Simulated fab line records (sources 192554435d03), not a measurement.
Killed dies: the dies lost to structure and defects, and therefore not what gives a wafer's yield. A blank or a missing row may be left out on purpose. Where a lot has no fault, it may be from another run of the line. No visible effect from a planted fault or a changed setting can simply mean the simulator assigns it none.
fab line records	flow n5Finfet
record lots=11	wafers=33	lastDay=19
route steps=1938 shown BEOL_M7@1266 PASSIVATION@1936
lots that met no fault: from a run of the same line without faults
startH: the number of hours between the record's first day and the start of the first shown wafer of the lot	waitH: how many hours have passed since the lot's step before this one	" identical to the entry in the row above	L1.1+2: one row covering several wafers at once	- value missing, or start not given	* or withheld: withheld	< > ~ a bound
route shown NAME@n: names a module that has steps shown in the file, with the first one's number in the route	usual: average and standard deviation across the fault-free wafers	same: alike in all rows	chamber/n: place in a boat	sites: per-site readings	_std_site: their standard deviation	_edge_site: mean of outer sites minus mean of inner sites	radiusMm: how far each site lies from the wafer's centre	mask NAME#n: copy n	behind: the most recent tool/chamber to have shaped the wafer	hold: why the lot went on hold/how many hours it stayed there/how the hold came to an end	device: whichever transistor did not switch (one of n, p or np)	end of line: tests of these same wafers at the route's end	for a step that has no rows: nothing shown but its recipe	killed: count of dies lost to structure and defects at first sort (not the wafer's yield)	map: a wafer's dies, x killed, . not, _ none there
set.NAME: the run value of the setting; set.NAME@STEP: its run value at that earlier step	model.NAME: the simulator's own value behind a step, which no gauge read
the route's steps for a sample of lots (tables are steps, rows are wafers)
services: from which hour (startH, from the record's first day; less than 0 if before it) a tool's chamber was out of use, for how many hours, and why
## steps
# step N5_BEOL_M7_PECVD_70
# recipe material=SiO2	targetThkA=200	tempC=400	precursor=TEOS/O2	pressureTorr=5.5	rfW=450	teosFlowSccm=53.8	gas=O2	flowSccm=3000	timeS=22.7
# usual heaterPowerOuterW=433/70	heaterPowerW=701/90	showerheadPlenumPTorr=8.81/0.092	susceptorTempC=400.05/0.23	throttleValvePct=22.3/1.2
lot.wafer	tool	chamber	startH	waitH	heaterPowerOuterW	heaterPowerW	showerheadPlenumPTorr	susceptorTempC	throttleValvePct
L163.2	pecvd-04	1	247.14	0.0	420	729	8.82	400.26	25.0
L163.3	"	2	"	"	482	753	8.85	399.88	21.4
L163.4	"	0	"	"	395	690	8.95	400.10	22.8
L165.1	pecvd-04	1	255.57	0.0	473	808	8.83	400.23	24.7
L165.2	"	2	"	"	438	699	8.84	400.16	21.3
L165.5	"	1	"	"	473	813	8.81	400.16	24.8
L164.1	pecvd-02	2	264.27	0.0	465	736	8.71	399.75	20.6
L164.2	"	1	"	"	403	584	8.80	400.06	22.1
L164.4	"	0	"	"	265	493	8.93	400.00	22.0
L167.3	pecvd-02	0	270.17	0.0	332	556	8.92	400.49	22.3
L167.5	"	1	"	"	476	677	8.78	399.80	22.2
L167.6	"	0	"	"	338	579	8.93	400.07	22.2
L169.1	pecvd-02	1	276.04	0.0	452	687	8.78	399.90	22.2
L169.3	"	2	"	"	457	718	8.73	399.99	20.5
L169.6	"	1	"	"	467	680	8.79	399.79	22.0
L170.1	pecvd-02	0	279.30	0.0	334	582	8.91	399.97	22.2
L170.3	"	2	"	"	432	707	8.73	400.03	20.9
L170.4	"	1	"	"	479	698	8.77	400.34	22.3
L168.3	pecvd-02	2	281.09	0.0	446	711	8.76	400.29	20.7
L168.5	"	1	"	"	388	586	8.80	399.78	22.0
L168.6	"	0	"	"	296	531	8.94	400.16	21.9
L177.2	pecvd-02	0	334.43	0.0	301	545	8.92	399.86	22.1
L177.4	"	0	"	"	315	549	8.93	400.36	21.9
L177.5	"	2	"	"	433	708	8.75	399.46	20.6
L178.1	pecvd-04	2	346.20	0.0	484	770	8.86	400.25	21.6
L178.4	"	0	"	"	368	646	8.97	400.12	22.8
L178.5	"	2	"	"	485	766	8.81	400.07	21.6
L180.1	pecvd-03	0	346.51	0.0	521	814	8.82	399.81	23.2
L180.2	"	2	"	"	520	804	8.70	400.55	20.5
L180.5	"	1	"	"	490	817	8.71	400.23	23.1
L184.1	pecvd-03	2	379.46	0.0	445	730	8.70	400.16	20.4
L184.2	"	1	"	"	538	859	8.69	399.97	23.0
L184.3	"	0	"	"	547	857	8.79	399.73	23.2
# step N5_BEOL_M7_ANNEAL_51
# recipe tempC=225	timeS=90	ambient=N2
# usual annealTempCMax=226.32/0.27	wafer_temp_C_max=225.74/0.25
lot.wafer	tool	chamber	startH	waitH	annealTempCMax	wafer_temp_C_max
L163.2	rtpAnneal-01	0	255.72	0.1	226.43	225.33
L163.3	"	0	"	"	226.48	225.54
L163.4	"	0	"	"	226.57	225.60
L165.1	rtpAnneal-02	0	262.30	0.1	226.00	225.74
L165.2	"	0	"	"	226.15	225.91
L165.5	"	0	"	"	226.02	226.18
L164.1	rtpAnneal-01	0	270.57	0.1	227.01	225.40
L164.2	"	0	"	"	226.35	225.67
L164.4	"	0	"	"	226.75	225.60
L167.3	rtpAnneal-01	0	275.05	0.1	226.49	225.76
L167.5	"	0	"	"	226.23	225.78
L167.6	"	0	"	"	226.20	225.86
L169.1	rtpAnneal-02	0	281.26	0.1	226.21	225.98
L169.3	"	0	"	"	226.77	225.72
L169.6	"	0	"	"	226.37	226.08
L170.1	rtpAnneal-01	0	284.72	0.7	226.03	225.28
L170.3	"	0	"	"	226.17	225.52
L170.4	"	0	"	"	226.46	225.61
L168.3	rtpAnneal-02	0	287.35	0.1	226.68	226.11
L168.5	"	0	"	"	226.86	225.87
L168.6	"	0	"	"	226.37	225.86
L177.2	rtpAnneal-02	0	344.38	0.7	226.40	225.67
L177.4	"	0	"	"	226.46	225.87
L177.5	"	0	"	"	226.38	226.11
L178.1	rtpAnneal-02	0	354.43	0.1	226.72	225.99
L178.4	"	0	"	"	226.20	225.93
L178.5	"	0	"	"	226.76	225.90
L180.1	rtpAnneal-02	0	354.97	0.3	226.58	225.75
L180.2	"	0	"	"	225.93	225.65
L180.5	"	0	"	"	226.72	225.89
L184.1	rtpAnneal-01	0	383.76	0.2	226.18	225.59
L184.2	"	0	"	"	226.19	225.77
L184.3	"	0	"	"	226.17	225.69
# step N5_BEOL_M7_CMP_52
# recipe stopOn=SiCOH_lowk	tOverpolishS=6.9	downForcePsi=1	platenRpm=50	clearingPlatenDownForcePsi=1.5	clearingPlatenRpm=50	postCmpClean=cuAlkaline	targetThkNm=80	clearingPlatenPadVelocityMS=0.99484	padVelocityMS=0.99484
# usual barrierFieldEndpointS=29.0/0.55	clearingPlatenRpm=49.998/0.029	motorCurrentA=6.2/0.81
lot.wafer	tool	chamber	startH	waitH	barrierFieldEndpointS	clearingPlatenRpm	motorCurrentA
L163.3	cmp-02	3	256.04	0.2	28.2	49.980	5.5
L163.4	"	1	"	"	29.2	50.031	6.1
L163.2	"	2	"	"	28.9	50.052	5.7
L165.2	cmp-03	3	262.63	0.2	28.3	49.913	7.0
L165.1	"	1	"	"	28.9	49.969	8.6
L165.5	"	3	"	"	29.1	49.968	7.0
L164.4	cmp-01	1	270.87	0.1	29.1	50.019	6.6
L164.1	"	3	"	"	29.1	50.005	5.4
L164.2	"	0	"	"	28.9	49.997	6.0
L167.3	cmp-03	0	275.31	0.2	28.5	50.001	7.0
L167.6	"	3	"	"	29.5	50.011	6.7
L167.5	"	0	"	"	28.9	49.990	6.6
L169.1	cmp-02	2	281.55	0.3	29.7	49.992	5.5
L169.3	"	0	"	"	28.9	49.997	5.8
L169.6	"	2	"	"	29.6	49.977	6.0
L170.1	cmp-02	0	285.20	0.4	28.8	49.979	5.9
L170.4	"	1	"	"	29.3	50.008	6.1
L170.3	"	3	"	"	28.8	49.915	5.6
L168.3	cmp-01	2	287.82	0.4	28.4	49.992	6.7
L168.5	"	0	"	"	29.6	50.015	6.0
L168.6	"	1	"	"	28.6	49.970	6.8
L177.4	cmp-01	2	344.63	0.1	40.0	49.978	6.2
L177.2	"	1	"	"	39.8	49.965	6.6
L177.5	"	2	"	"	28.9	50.036	6.4
L178.4	cmp-02	3	354.76	0.2	29.2	49.971	5.6
L178.1	"	1	"	"	29.3	50.023	6.0
L178.5	"	3	"	"	30.0	49.958	5.3
L180.1	cmp-02	2	355.35	0.3	29.3	49.993	6.0
L180.2	"	3	"	"	29.2	50.004	5.6
L180.5	"	0	"	"	28.6	49.978	6.0
L184.2	cmp-02	3	384.06	0.2	29.4	50.003	5.6
L184.1	"	0	"	"	28.8	49.964	5.9
L184.3	"	1	"	"	28.8	49.980	5.9
# step N5_BEOL_M7_RS_MEAS_57
# recipe thkMeasGauge=four-point-probe	reads=Cu_of_BEOL_M7_ECD_50+Co_of_BEOL_M7_CVD_78+TaN_of_BEOL_M7_ALD_77
# usual M7_RS=0.287/0.0067
lot.wafer	tool	chamber	startH	waitH	M7_RS[ohm/sq]
L163.2	filmMetro-01	-	256.46	0.1	0.281
L163.3	"	-	"	"	0.274
L163.4	"	-	"	"	0.280
L165.1	filmMetro-01	-	263.02	0.1	0.281
L165.2	"	-	"	"	0.292
L165.5	"	-	"	"	0.299
L164.1	filmMetro-01	-	271.29	0.1	0.287
L164.2	"	-	"	"	0.291
L164.4	"	-	"	"	0.298
L167.3	filmMetro-02	-	275.69	0.1	0.286
L167.5	"	-	"	"	0.285
L167.6	"	-	"	"	0.280
L169.1	filmMetro-01	-	281.98	0.1	0.279
L169.3	"	-	"	"	0.282
L169.6	"	-	"	"	0.279
L170.1	filmMetro-02	-	285.63	0.1	0.298
L170.3	"	-	"	"	0.290
L170.4	"	-	"	"	0.288
L168.3	filmMetro-01	-	288.17	0.1	0.289
L168.5	"	-	"	"	0.295
L168.6	"	-	"	"	0.293
L177.2	filmMetro-01	-	345.06	0.1	0.290
L177.4	"	-	"	"	0.286
L177.5	"	-	"	"	0.292
L178.1	filmMetro-02	-	355.15	0.1	0.283
L178.4	"	-	"	"	0.281
L178.5	"	-	"	"	0.285
L180.1	filmMetro-02	-	355.70	0.1	0.289
L180.2	"	-	"	"	0.282
L180.5	"	-	"	"	0.285
L184.1	filmMetro-01	-	384.49	0.1	0.296
L184.2	"	-	"	"	0.285
L184.3	"	-	"	"	0.278
# step N5_BEOL_M7_INSPECT_58
# recipe inspectInstrument=darkfield	mode=postDep
# usual rawDefectCount=76/28
lot.wafer	tool	chamber	startH	waitH	rawDefectCount
L163.2	defectInspect-01	-	256.49	0.0	60
L163.3	"	-	"	"	31
L163.4	"	-	"	"	46
L165.1	defectInspect-01	-	263.04	0.0	71
L165.2	"	-	"	"	76
L165.5	"	-	"	"	81
L164.1	defectInspect-01	-	271.32	0.0	76
L164.2	"	-	"	"	71
L164.4	"	-	"	"	135
L167.3	defectInspect-01	-	275.72	0.0	76
L167.5	"	-	"	"	110
L167.6	"	-	"	"	36
L169.1	defectInspect-02	-	282.00	0.0	89
L169.3	"	-	"	"	79
L169.6	"	-	"	"	60
L170.1	defectInspect-01	-	285.65	0.0	78
L170.3	"	-	"	"	129
L170.4	"	-	"	"	111
L168.3	defectInspect-02	-	288.20	0.0	91
L168.5	"	-	"	"	65
L168.6	"	-	"	"	76
L177.2	defectInspect-01	-	345.08	0.0	69
L177.4	"	-	"	"	65
L177.5	"	-	"	"	21
L178.1	defectInspect-01	-	355.18	0.0	78
L178.4	"	-	"	"	123
L178.5	"	-	"	"	109
L180.1	defectInspect-01	-	355.73	0.0	71
L180.2	"	-	"	"	56
L180.5	"	-	"	"	56
L184.1	defectInspect-02	-	384.51	0.0	81
L184.2	"	-	"	"	26
L184.3	"	-	"	"	37
# step N5_PASSIVATION_PROBE_49
# usual defectLimitedYield=91.2/1.3	killed_at_M0_to_M3=34/9.2	killed_at_M4_up=14/5	killedAtContacts=13/6.7	killedAtFrontEnd=39/12	killedAtOther=4/3.3	killedDies=104/15	killedOpen=68/12	killedShort=34/7.5	sort_bin_5_function=5.2/0.87	sort_bin_6_memory=3.3/0.63	sortNPass=1076/15	sortYieldPct=91.2/1.3
# same grossDies=1180	killedAtBackSide=0	sort_bin_4_leakage[%]=0	sort_bin_8_speed[%]=0
lot.wafer	tool	chamber	startH	waitH	defectLimitedYield[%]	killed_at_M0_to_M3	killed_at_M4_up	killedAtContacts	killedAtFrontEnd	killedAtOther	killedDies	killedOpen	killedShort	sort_bin_5_function[%]	sort_bin_6_memory[%]	sortNPass	sortYieldPct[%]
L170.4	prober-01	-	361.05	0.2	90.3	49	30	6	23	7	115	81	34	5.6	3.9	1065	90.3
# killed by level:class
L170.4 BEOL_M2:geometricParticle:open=16 BEOL_M4:geometricParticle:open=12 BEOL_M3:geometricParticle:open=7 MOL_CONTACT_COAG:geometricParticle:open=5 BEOL_M0_SAQP:geometricParticle:open=5 BEOL_M0_SAQP:geometricParticle:short=5 BEOL_M1:geometricParticle:open=5 BEOL_M6:geometricParticle:open=5
## services
tool	chamber	startH	hours	kind
cmp-03	-	223.20	2.7	repair
cmp-01	-	232.38	5.4	pm
cmp-01	-	243.19	4.5	pm
pecvd-02	-	261.64	0.5	repair
cmp-01	-	265.06	4.0	pm
pecvd-02	-	267.16	1.1	repair
cmp-03	-	267.28	4.0	pm
cmp-01	-	269.06	-	consumableReplace:conditioner
cmp-01	-	269.06	-	consumableReplace:pad
cmp-03	-	271.28	-	consumableReplace:conditioner
cmp-03	-	271.28	-	consumableReplace:pad
cmp-01	-	274.58	4.7	repair
cmp-03	-	278.94	23.6	repair
pecvd-04	-	310.65	2.8	pm
cmp-02	-	312.09	4.0	pm
cmp-02	-	316.09	-	consumableReplace:conditioner
cmp-02	-	316.09	-	consumableReplace:pad
pecvd-02	-	345.51	2.8	pm
pecvd-03	2	350.10	5.5	scheduledDown
cmp-02	-	358.42	7.3	pm
pecvd-03	-	362.37	1.5	repair
cmp-01	-	376.04	0.6	repair
rtpAnneal-01	-	377.49	4.6	pm
pecvd-04	2	382.90	2.1	scheduledDown
## key
firstSign step=N5_BEOL_M7_CMP_52	reading=barrierFieldEndpointS	direction=up	sigmas=20	usual=29.0	struck=39.9
effect none on later readings
metAt N5_BEOL_M7_PECVD_70
struckLots L177
struckWafers L177.2,L177.4
rowsEnd L177.2
notActingAt N5_BEOL_M7_ANNEAL_51,N5_BEOL_M7_RS_MEAS_57,N5_BEOL_M7_INSPECT_58
onsetBetween 281.09 334.43
fault kind=processParameterDrift	tool=pecvd-02	chamber=0	onsetH=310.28	steps=N5_BEOL_M7_PECVD_70	channel=timeS	offset=*	shape=step	actsIn=*	stated=*
# rowsEnd: these wafers met a further fault down the route, and their rows from its step on are left out
